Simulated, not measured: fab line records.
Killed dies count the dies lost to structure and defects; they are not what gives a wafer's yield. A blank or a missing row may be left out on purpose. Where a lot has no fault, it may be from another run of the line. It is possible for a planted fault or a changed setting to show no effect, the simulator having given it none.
What tool caused it?    flow n5 finfet    6 lots, 17 wafers sampled, at 3 steps of a route of 1938

== WHAT EACH GAUGE READ, for each wafer ==
N5_BEOL_M8_CD_MEAS_11: the cd target is 38.5 nm.
lot   measured      on         cd nm (nm)
L855  day 10 23:12  cd sem-03  37.5 37.9 37.5
L858  day 11 09:46  cd sem-01  38.7 37.8 38.6
L862  day 11 18:56  cd sem-02  38.7 40.0 38.5
L868  day 13 19:16  cd sem-02  38.9 38.3 38.7
L871  day 14 06:31  cd sem-03  37.6 37.2
L876  day 15 15:01  cd sem-02  38.6 37.5 38.6

== TOOL THAT RAN EACH LOT (tool first, then ch and the chambers of the sampled wafers, then the start) ==
lot   N5_BEOL_M8_ILD_DEP_00            N5_BEOL_M8_PECVD_70
L855  pecvd-04 ch 0,1,2, day 10 21:14  pecvd-04 ch 0,1, day 10 21:50
L858  pecvd-04 ch 0,1, day 11 07:22    pecvd-02 ch 1,2, day 11 08:15
L862  pecvd-01 ch 0,1,2, day 11 17:23  pecvd-01 ch 0,1,2, day 11 17:59
L868  pecvd-01 ch 0,1,2, day 13 17:01  pecvd-02 ch 0,2, day 13 17:38
L871  pecvd-01 ch 1,2, day 14 04:31    pecvd-02 ch 0,2, day 14 05:08
L876  pecvd-02 ch 0,1,2, day 15 12:53  pecvd-01 ch 0,1,2, day 15 13:30
- N5_BEOL_M8_ILD_DEP_00: deposits SiCOH lowk from DEMS/porogen, target thk 179.75 nm, time 33.4 s.
- N5_BEOL_M8_PECVD_70: deposits SiO2 from TEOS/O2, target thk 20 nm, time 22.7 s.

== THE ANSWER, worked out from the rows above alone ==
Rule: what is usual is taken from the lots themselves. The widest of any qualifying gaps counts: lots, ordered by their means at a reading, are off when they make up no more than a third of the lots, leave a main group of 4 or more, and stand apart from it by 3 or more times the standard deviation of that group's means. A main group is skipped when, at the precision printed for the reading in the tables above, its means are all equal. A lot without any number at a reading at which 4 lots or more have one is off too. All remaining lots with rows at the step are treated as sound.
Across all readings shown, no lot is off: no conclusion can be drawn from this.

== WHAT HAD BEEN PUT IN BY THE SIMULATOR ==
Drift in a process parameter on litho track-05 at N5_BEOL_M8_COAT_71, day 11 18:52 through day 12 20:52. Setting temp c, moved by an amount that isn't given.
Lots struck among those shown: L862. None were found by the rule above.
